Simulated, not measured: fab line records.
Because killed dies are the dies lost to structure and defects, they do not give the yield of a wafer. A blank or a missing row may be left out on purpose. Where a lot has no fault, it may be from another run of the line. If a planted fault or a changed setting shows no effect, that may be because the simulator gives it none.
fab line records	flow n5Finfet
[record] lots = 5	wafers = 14	lastDay = 17
route steps=1938 shown BEOL_M4@1026 PASSIVATION@1936
lots that met no fault: taken from a fault-free run of the same line
startH: hours from the record's opening day to when the first of the lot's shown wafers began	waitH: hours elapsed since this lot's preceding step	" repeats the value in the row above	L1.1+2: a single row standing in for several wafers	- no value, or no start was given	* or withheld: withheld	< > ~ a bound
route shown NAME@n: names a module that has steps shown in the file, with the first one's number in the route	usual: mean/standard deviation of fault-free wafers	same: alike in all rows	chamber/n: place in a boat	sites: each site's reading	_std_site: standard deviation across them	_edge_site: inner sites' mean taken away from outer sites' mean	radiusMm: for every site, how far away it sits from the centre of the wafer	mask NAME#n: copy n	behind: tool/chamber where the wafer was last shaped	hold: what put the lot on hold/how long, in hours/how the hold closed	device: the n, p or np transistor that did not switch	end of line: the tests these same wafers got at the end of their route	a step with no rows: only its recipe	killed: count of dies lost to structure and defects at first sort (not the wafer's yield)	map: shows each die of a wafer: x if killed, . if not, _ if none is there
set.NAME: the setting that was run; set.NAME@STEP: the one run at that earlier step	model.NAME: the simulator's own value behind a step, which no gauge read
certain route steps with their lots: each step a table, each wafer a row
services: when a tool's chamber went out of use (startH, in hours from the record's first day, below 0 if earlier), for how many hours, and the reason
[[steps]]
[step N5_BEOL_M4_COAT_62]
[recipe] resist = SiARC	tempC = 220	timeS = 60	spinRpm = 1500	resistThkNm = 12
[step N5_BEOL_M4_COAT_73]
[recipe] resist = underlayer	tempC = 205	timeS = 60	spinRpm = 1500	resistThkNm = 5
[step N5_BEOL_M4_COAT_05]
[recipe] resist = CAR-EUV	spinRpm = 1500	resistThkNm = 30
[step N5_BEOL_M4_EBR_07]
[recipe] solvent = PGMEA	ebrWidthMm = 1.5
[step N5_BEOL_M4_SOFTBAKE_06]
[recipe] tempC = 110	timeS = 60	resist = CAR-EUV
[step N5_BEOL_M4_EXPOSE_08]
[recipe] maskId = M4	na = 0.33	sourceShape = dipole	sigmaInner = 0.369	sigmaOuter = 0.767	polarization = unpolarized	doseMj = 41.25
[step N5_BEOL_M4_PEB_09]
[recipe] pebTempC = 100	pebTimeS = 60	resist = CAR-EUV
[step N5_BEOL_M4_DEVELOP_10]
[recipe] developTimeS = 30	developer = TMAH	resist = CAR-EUV	rinseLiquid = surfactantRinse	dry = airSpin	devTempC = 23
[step N5_BEOL_M4_CD_MEAS_11]
[recipe] targetCdNm = 16.79	landingEnergyEv = 500	detector = seInlens	polarity = opening
[usual] cdNm = 16.79/0.25
lot.wafer	tool	chamber	startH	waitH	cdNm
L159.2	cdSem-03	0	161.90	-	16.87
L159.3	"	0	"	"	17.15
L159.6	"	0	"	"	16.82
L161.1	cdSem-01	0	180.27	-	16.80
L161.3	"	0	"	"	16.97
L161.4	"	0	"	"	16.32
L169.1	cdSem-02	0	232.30	-	16.60
L169.6	"	0	"	"	16.89
L179.1	cdSem-03	0	277.94	-	16.37
L179.2	"	0	"	"	16.52
L179.3	"	0	"	"	16.45
L180.4	cdSem-02	0	290.88	-	16.80
L180.5	"	0	"	"	16.65
L180.6	"	0	"	"	16.74
[step N5_BEOL_M4_OVL_MEAS_12]
[recipe] pointsPerWafer = 522
[usual] M4_OVL = -0.5/0.67
lot.wafer	tool	chamber	startH	waitH	M4_OVL[nm]
L159.2	overlay-01	0	161.94	0.0	-0.6
L159.3	"	0	"	"	-1.0
L159.6	"	0	"	"	-0.8
L161.1	overlay-02	0	180.30	0.0	-0.7
L161.3	"	0	"	"	-1.8
L161.4	"	0	"	"	-0.9
L169.1	overlay-02	0	232.33	0.0	0.5
L169.6	"	0	"	"	-0.5
L179.1	overlay-01	0	277.97	0.0	-1.0
L179.2	"	0	"	"	-0.4
L179.3	"	0	"	"	-1.3
L180.4	overlay-02	0	290.92	0.0	-0.9
L180.5	"	0	"	"	-0.3
L180.6	"	0	"	"	-0.6
[step N5_BEOL_M4_INSPECT_13]
[recipe] mode = adi	inspectInstrument = brightfield
[usual] rawDefectCount = 386/94
lot.wafer	tool	chamber	startH	waitH	rawDefectCount
L159.2	defectInspect-02	-	161.99	0.0	259
L159.3	"	-	"	"	356
L159.6	"	-	"	"	345
L161.1	defectInspect-02	-	180.36	0.1	451
L161.3	"	-	"	"	356
L161.4	"	-	"	"	323
L169.1	defectInspect-02	-	232.38	0.1	413
L169.6	"	-	"	"	435
L179.1	defectInspect-01	-	278.03	0.1	444
L179.2	"	-	"	"	423
L179.3	"	-	"	"	384
L180.4	defectInspect-02	-	290.96	0.0	547
L180.5	"	-	"	"	522
L180.6	"	-	"	"	507
[step N5_BEOL_M4_DESCUM_16]
[recipe] chemistry = O2	timeS = 7	sourcePowerW = 50	biasPowerW = 20	pressureMtorr = 20	rfFrequencyHz = 2.712e+07	tempC = 40	resist = CAR-EUV	o2FlowSccm = 225
[usual] drypumpMotorCurrentA = 5.7/0.43	oesProductAu = 0.83/0.099	rfVppV = 243.6/1.5	showerheadPlenumPTorr = 2.12/0.078	throttleValvePct = 20.38/0.28
lot.wafer	tool	chamber	startH	waitH	drypumpMotorCurrentA	oesProductAu	rfHoursCounterH	rfVppV	showerheadPlenumPTorr	throttleValvePct
L159.2	rieDiel-04	2	162.02	0.0	5.9	0.69	243	245.0	2.11	20.07
L159.3	"	3	"	"	6.4	0.92	15	246.5	2.23	20.28
L159.6	"	2	"	"	6.0	0.69	-	242.6	2.11	20.06
L161.1	rieDiel-03	1	180.39	0.0	5.2	0.87	25	244.6	2.17	20.44
L161.3	"	0	"	"	5.9	0.98	2	243.0	2.06	20.46
L161.4	"	0	"	"	5.9	0.97	-	242.3	2.06	20.48
L169.1	rieDiel-03	1	232.42	0.0	5.3	0.85	45	243.7	2.17	20.47
L169.6	"	1	"	"	5.2	0.85	-	243.2	2.17	20.47
L179.1	rieDiel-05	1	278.06	0.0	5.2	0.73	194	244.0	2.16	20.66
L179.2	"	3	"	"	5.5	0.71	219	240.4	1.97	20.37
L179.3	"	0	"	"	5.8	0.69	213	243.8	2.17	20.93
L180.4	rieDiel-04	2	291.40	0.4	5.9	0.89	-	243.2	2.09	19.84
L180.5	"	1	"	"	5.6	0.89	-	245.7	2.22	20.34
L180.6	"	3	"	"	6.4	0.86	-	246.5	2.22	20.38
[step N5_BEOL_M4_ETCH_74]
[recipe] chemistry = N2/H2	target = underlayer	targetDepthA = 65	maskMaterial = CAR-EUV	timeS = 5.2	ionEnergyEv = 200	pressureMtorr = 30	sourceW = 840	biasW = 150	n2FlowSccm = 200	h2FlowSccm = 200	ends = cleared
[usual] drypumpMotorCurrentA = 5.7/0.43	etchRfOnTimeS = 5.22/0.18	oesProductAu = 0.70/0.079	rfVppV = 525.0/2.9	showerheadPlenumPTorr = 2.57/0.099	throttleValvePct = 17.82/0.24
lot.wafer	tool	chamber	startH	waitH	drypumpMotorCurrentA	etchRfOnTimeS	oesProductAu	rfHoursCounterH	rfVppV	showerheadPlenumPTorr	throttleValvePct
L159.2	rieDiel-04	2	162.06	0.0	5.9	5.28	0.58	243	524.1	2.61	17.83
L159.3	"	3	"	"	6.4	5.53	0.76	15	527.7	2.71	17.84
L159.6	"	2	"	"	5.9	5.26	0.59	-	525.8	2.61	17.79
L161.1	rieDiel-03	1	180.43	0.0	5.2	5.34	0.75	25	527.3	2.58	17.46
L161.3	"	0	"	"	5.9	5.15	0.83	2	522.0	2.48	17.80
L161.4	"	0	"	"	5.9	5.15	0.84	-	521.7	2.48	17.81
L169.1	rieDiel-03	1	232.45	0.0	5.2	5.30	0.71	45	525.8	2.57	17.53
L169.6	"	1	"	"	5.2	3.91	0.85	-	525.0	2.57	17.53
L179.1	rieDiel-05	1	278.09	0.0	5.2	5.58	0.61	194	526.8	2.64	18.12
L179.2	"	3	"	"	5.5	5.32	0.60	219	521.1	2.40	17.94
L179.3	"	0	"	"	5.8	5.37	0.58	213	525.4	2.62	18.29
L180.4	rieDiel-04	2	291.43	0.0	5.9	5.06	0.75	-	525.8	2.59	17.54
L180.5	"	1	"	"	5.6	5.06	0.75	-	527.5	2.70	17.80
L180.6	"	3	"	"	6.4	5.40	0.70	-	527.9	2.69	17.89
[step N5_BEOL_M4_ETCH_63]
[recipe] chemistry = CF4	target = SiARC	targetDepthA = 156	maskMaterial = CAR-EUV	timeS = 26	ionEnergyEv = 80	pressureMtorr = 40	sourceW = 545	biasW = 36	Ar_flow_sccm = 100	cf4FlowSccm = 100	ends = cleared
[usual] drypumpMotorCurrentA = 5.7/0.43	etchRfOnTimeS = 26.1/0.9	oesProductAu = 0.70/0.078	rfVppV = 184.3/1.2	showerheadPlenumPTorr = 2.17/0.073	throttleValvePct = 15.58/0.27
lot.wafer	tool	chamber	startH	waitH	drypumpMotorCurrentA	etchRfOnTimeS	oesProductAu	rfHoursCounterH	rfVppV	showerheadPlenumPTorr	throttleValvePct
L159.2	rieDiel-04	2	162.07	0.0	5.9	26.3	0.58	243	182.7	2.21	15.77
L159.3	"	3	"	"	6.4	27.4	0.77	15	184.6	2.27	15.42
L159.6	"	2	"	"	5.9	26.4	0.58	-	184.1	2.21	15.75
L161.1	rieDiel-03	1	180.44	0.0	5.2	26.8	0.73	25	184.1	2.18	15.28
L161.3	"	0	"	"	5.9	25.4	0.83	2	184.1	2.11	15.63
L161.4	"	0	"	"	5.9	25.6	0.83	-	183.5	2.11	15.63
L169.1	rieDiel-03	1	232.47	0.0	5.2	27.0	0.70	45	183.7	2.18	15.31
L169.6	"	1	"	"	5.2	26.9	0.71	-	184.7	2.18	15.33
L179.1	rieDiel-05	1	278.11	0.0	5.2	27.4	0.62	194	183.7	2.22	15.92
L179.2	"	3	"	"	5.5	26.8	0.59	219	182.2	2.03	15.73
L179.3	"	0	"	"	5.8	26.9	0.58	213	185.4	2.21	16.17
L180.4	rieDiel-04	2	291.45	0.0	6.0	25.7	0.74	-	184.4	2.20	15.38
L180.5	"	1	"	"	5.6	25.8	0.75	-	183.9	2.25	15.41
L180.6	"	3	"	"	6.4	27.1	0.70	-	186.2	2.25	15.50
[step N5_BEOL_M4_RC_MEAS_101]
[usual] DIBL_N = 37.2/2.3	DIBL_P = 37.5/2.9	IOFF_N = 0.19/0.053	IOFF_P = 0.23/0.059	ION_N = 679/16	ION_P = 462/10	SS_N = 71.9/0.78	SS_P = 73.7/0.88	VT_N = 248/4.6	VT_P = -250/4.5
lot.wafer	tool	chamber	startH	waitH	DIBL_N[mV/V]	DIBL_P[mV/V]	IOFF_N[nA/um]	IOFF_P[nA/um]	ION_N[uA/um]	ION_P[uA/um]	SS_N[mV/dec]	SS_P[mV/dec]	VT_N[mV]	VT_P[mV]
L159.2	prober-02	0	173.20	0.2	34.1	31.5	0.11	0.16	636	443	71.4	72.3	259	-254
L159.3	"	0	"	"	41.5	41.3	0.29	0.31	699	465	72.4	75.0	240	-244
L159.6	"	0	"	"	39.7	38.8	0.22	0.26	686	462	71.6	74.0	244	-249
L161.1	prober-02	0	194.44	0.0	37.3	37.2	0.16	0.21	674	463	71.9	73.5	251	-252
L161.3	"	0	"	"	36.0	36.3	0.13	0.19	661	453	72.5	72.9	253	-253
L161.4	"	0	"	"	38.6	39.0	0.20	0.24	678	459	72.8	73.8	249	-247
L169.1	prober-02	0	241.36	0.0	36.3	36.8	0.18	0.23	691	470	71.8	73.4	246	-249
L169.6	"	0	"	"	35.5	37.1	0.17	0.25	696	480	71.2	72.8	247	-246
L179.1	prober-01	0	283.86	0.0	40.4	41.6	0.27	0.28	708	470	72.5	75.7	240	-246
L179.2	"	0	"	"	40.2	41.0	0.26	0.28	713	477	72.4	75.0	240	-246
L179.3	"	0	"	"	41.7	43.4	0.30	0.34	698	468	73.8	74.8	240	-247
L180.4	prober-01	0	300.89	0.5	34.1	32.7	0.13	0.19	667	467	70.8	72.7	250	-247
L180.5	"	0	"	"	36.0	35.6	0.16	0.24	675	467	70.8	72.5	245	-245
L180.6	"	0	"	"	38.2	36.2	0.20	0.23	681	461	72.0	73.3	246	-249
[step N5_PASSIVATION_PROBE_49]
[usual] defectLimitedYield = 91.4/1.5	killed_at_M0_to_M3 = 34/9.7	killed_at_M4_up = 14/5.7	killedAtContacts = 12/5.9	killedAtFrontEnd = 37/10	killedAtOther = 5/4.7	killedDies = 102/18	killedOpen = 65/12	killedShort = 34/8.8	sort_bin_4_leakage = 0.03/0.14	sort_bin_5_function = 5.0/0.96	sort_bin_6_memory = 3.3/0.7	sort_bin_8_speed = 0.03/0.19	sortNPass = 1077/18	sortYieldPct = 91.3/1.5
[same] grossDies = 1180	killedAtBackSide = 0
lot.wafer	tool	chamber	startH	waitH	defectLimitedYield[%]	killed_at_M0_to_M3	killed_at_M4_up	killedAtContacts	killedAtFrontEnd	killedAtOther	killedDies	killedOpen	killedShort	sort_bin_4_leakage[%]	sort_bin_5_function[%]	sort_bin_6_memory[%]	sort_bin_8_speed[%]	sortNPass	sortYieldPct[%]
L159.2	prober-02	-	274.59	0.1	90.5	36	21	7	48	0	112	81	30	0	6.0	3.3	1.27	1053	89.2
L159.3	prober-02	-	274.64	0.1	88.6	44	16	22	51	2	135	83	51	0.17	6.3	4.5	0	1043	88.4
L159.6	prober-02	-	274.79	0.3	88.5	39	17	10	68	2	136	78	55	0	7.1	3.9	0	1044	88.5
L161.1	prober-01	-	293.48	0.0	90.7	40	12	14	42	2	110	82	27	0	4.8	4.1	0	1070	90.7
L161.3	prober-01	-	293.58	0.1	89.3	40	20	13	45	8	126	83	40	0	6.7	3.6	0	1054	89.3
L161.4	prober-01	-	293.63	0.2	89.0	29	27	13	59	2	130	91	38	0	6.9	3.6	0	1050	89.0
L169.1	prober-01	-	345.51	0.0	90.3	29	20	8	54	4	115	83	28	0	5.2	4.4	0.08	1065	90.3
L169.6	prober-01	-	345.76	0.3	89.7	32	22	15	53	0	122	72	48	0	6.9	3.2	0	1058	89.7
L179.1	prober-01	-	387.82	0.0	91.4	31	27	9	32	3	102	64	31	0	5.0	3.1	0	1078	91.4
L179.2	prober-01	-	387.87	0.1	92.3	36	11	5	39	0	91	54	33	0	4.2	3.3	0	1089	92.3
L179.3	prober-01	-	387.92	0.1	89.2	60	12	14	41	0	127	84	39	0.34	6.7	3.8	0	1049	88.9
L180.4	prober-01	-	401.44	0.2	91.9	34	13	9	34	6	96	59	34	0	5.2	2.9	0	1084	91.9
L180.5	prober-01	-	401.49	0.2	91.0	53	3	12	33	5	106	70	32	0	5.1	3.6	0	1074	91.0
L180.6	prober-01	-	401.54	0.3	92.0	48	5	4	32	5	94	59	29	0	3.8	3.6	0	1086	92.0
// killed by level:class
L159.2 FIN_SAQP:geometricParticle:open=18 BEOL_M0_SAQP:geometricParticle:open=15 FIN_SAQP:geometricParticle:short=8 BEOL_M5:geometricParticle:open=8 MOL_CONTACT_COAG:geometricParticle:open=7 BEOL_M1:geometricParticle:open=7 BEOL_M0_SAQP:geometricParticle:short=6 DUMMY_GATE:geometricParticle:short=5
L159.3 MOL_CONTACT_COAG:geometricParticle:open=19 BEOL_M0_SAQP:geometricParticle:open=15 FIN_SAQP:geometricParticle:open=12 FIN_SAQP:geometricParticle:short=10 GATE_CUT:geometricParticle:short=8 BEOL_M0_SAQP:geometricParticle:short=8 BEOL_M1:geometricParticle:open=6 BEOL_M3:geometricParticle:open=5
L159.6 FIN_SAQP:geometricParticle:short=23 FIN_SAQP:geometricParticle:open=17 BEOL_M0_SAQP:geometricParticle:short=14 BEOL_M3:geometricParticle:open=12 BEOL_M0_SAQP:geometricParticle:open=10 MOL_CONTACT_COAG:geometricParticle:open=9 BEOL_M4:geometricParticle:open=8 ILD0:geometricParticle:open=7
L161.1 MOL_CONTACT_COAG:geometricParticle:open=13 FIN_SAQP:geometricParticle:short=9 FIN_SAQP:geometricParticle:open=9 BEOL_M2:geometricParticle:open=9 BEOL_M3:geometricParticle:open=9 BEOL_M1:geometricParticle:open=7 STI_FIN_REVEAL:geometricParticle:open=6 GATE_CUT:geometricParticle:short=6
L161.3 STI_FIN_REVEAL:geometricParticle:open=16 BEOL_M4:geometricParticle:open=14 BEOL_M1:geometricParticle:open=11 MOL_CONTACT_COAG:geometricParticle:open=9 BEOL_M0_SAQP:geometricParticle:open=8 STI_FIN_REVEAL:geometricParticle:short=7 BEOL_M0_SAQP:geometricParticle:short=7 BEOL_M3:geometricParticle:open=5
L161.4 BEOL_M4:geometricParticle:open=19 FIN_SAQP:geometricParticle:open=17 STI_FIN_REVEAL:geometricParticle:open=15 FIN_SAQP:geometricParticle:short=10 MOL_CONTACT_COAG:geometricParticle:open=9 BEOL_M1:geometricParticle:open=9 BEOL_M0_SAQP:geometricParticle:short=6 BEOL_M2:geometricParticle:open=6
L169.1 BEOL_M2:geometricParticle:open=18 STI_FIN_REVEAL:geometricParticle:open=17 BEOL_M4:geometricParticle:open=9 FIN_SAQP:geometricParticle:open=7 MOL_CONTACT_COAG:geometricParticle:open=6 STI_FIN_REVEAL:geometricParticle:short=5 FIN_SAQP:geometricParticle:short=4 DUMMY_GATE:geometricParticle:open=4
L169.6 FIN_SAQP:geometricParticle:open=13 FIN_SAQP:geometricParticle:short=12 MOL_CONTACT_COAG:geometricParticle:open=11 BEOL_M4:geometricParticle:open=9 BEOL_M0_SAQP:geometricParticle:short=9 BEOL_M2:geometricParticle:open=7 BEOL_M3:geometricParticle:open=6 DUMMY_GATE:geometricParticle:open=5
L179.1 BEOL_M0_SAQP:geometricParticle:open=8 BEOL_M0_SAQP:geometricParticle:short=8 BEOL_M4:geometricParticle:open=8 BEOL_M7:geometricParticle:open=8 MOL_CONTACT_COAG:geometricParticle:open=7 FIN_SAQP:geometricParticle:short=4 BEOL_M2:geometricParticle:open=4 BEOL_M3:geometricParticle:open=4
L179.2 FIN_SAQP:geometricParticle:open=10 BEOL_M0_SAQP:geometricParticle:short=10 STARTING-WAFER:geometricParticle:open=6 BEOL_M3:geometricParticle:open=6 FIN_SAQP:geometricParticle:short=5 MOL_CONTACT_COAG:geometricParticle:open=5 BEOL_M0_SAQP:geometricParticle:open=5 BEOL_M2:geometricParticle:open=4
L179.3 BEOL_M0_SAQP:geometricParticle:short=19 BEOL_M0_SAQP:geometricParticle:open=15 STI_FIN_REVEAL:geometricParticle:open=13 FIN_SAQP:geometricParticle:open=11 MOL_CONTACT_COAG:geometricParticle:open=9 BEOL_M1:geometricParticle:open=8 FIN_SAQP:geometricParticle:short=4 MOL_CONTACT_COAG:geometricParticle:short=4
L180.4 BEOL_M0_SAQP:geometricParticle:open=8 BEOL_M2:geometricParticle:open=8 BEOL_M0_SAQP:geometricParticle:short=7 FIN_SAQP:geometricParticle:open=6 MOL_CONTACT_COAG:geometricParticle:open=6 BEOL_M3:geometricParticle:open=6 STI_FIN_REVEAL:geometricParticle:open=5 GATE_CUT:geometricParticle:short=4
L180.5 BEOL_M0_SAQP:geometricParticle:open=15 FIN_SAQP:geometricParticle:open=14 BEOL_M0_SAQP:geometricParticle:short=13 MOL_CONTACT_COAG:geometricParticle:open=11 BEOL_M2:geometricParticle:open=10 FIN_SAQP:geometricParticle:short=7 DUMMY_GATE:geometricParticle:open=4 BEOL_M0:geometricParticle:open=3
L180.6 BEOL_M0_SAQP:geometricParticle:short=14 FIN_SAQP:geometricParticle:open=10 BEOL_M2:geometricParticle:open=10 BEOL_M0_SAQP:geometricParticle:open=8 FIN_SAQP:geometricParticle:short=5 BEOL_M0:geometricParticle:open=5 BEOL_M2:geometricParticle:short=5 STI_FIN_REVEAL:geometricParticle:open=3
[[services]]
tool	chamber	startH	hours	kind
rieDiel-04	-	138.03	2.8	pm
rieDiel-03	0	156.55	-	clean
rieDiel-03	0	156.55	-	consumableReplace:focusRing
rieDiel-03	0	156.55	19.7	scheduledDown
rieDiel-03	0	156.55	19.7	ventCycle
rieDiel-04	1	159.48	5.8	repair
rieDiel-04	1	165.39	-	clean
rieDiel-04	1	165.39	-	consumableReplace:focusRing
rieDiel-04	1	165.39	-	consumableReplace:showerhead
rieDiel-04	1	165.39	25.7	scheduledDown
rieDiel-04	1	165.39	25.7	ventCycle
rieDiel-05	2	191.10	5.3	repair
rieDiel-04	2	208.21	-	clean
rieDiel-04	2	208.21	-	consumableReplace:focusRing
rieDiel-04	2	208.21	14.9	scheduledDown
rieDiel-04	2	208.21	14.9	ventCycle
rieDiel-03	0	217.95	9.6	repair
rieDiel-04	0	238.07	6.8	repair
rieDiel-04	0	279.18	-	clean
rieDiel-04	0	279.18	-	consumableReplace:focusRing
rieDiel-04	0	279.18	-	consumableReplace:showerhead
rieDiel-04	0	279.18	27.8	scheduledDown
rieDiel-04	0	279.18	27.8	ventCycle
rieDiel-03	1	289.69	5.4	repair
[[key]]
[firstSign] step = N5_BEOL_M4_ETCH_74	reading = etchRfOnTimeS	direction = down	sigmas = 7.4	usual = *	struck = *
effect none on later readings
metAt N5_BEOL_M4_ETCH_74
struckWafers L169.6
onsetBetween 180.43 232.45
[fault] kind = processParameterDrift	tool = rieDiel-03	chamber = -	onsetH = 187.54	steps = N5_BEOL_M4_ETCH_74	channel = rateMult	offset = 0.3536	shape = step	endH = 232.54	scope = struckWafersOnly
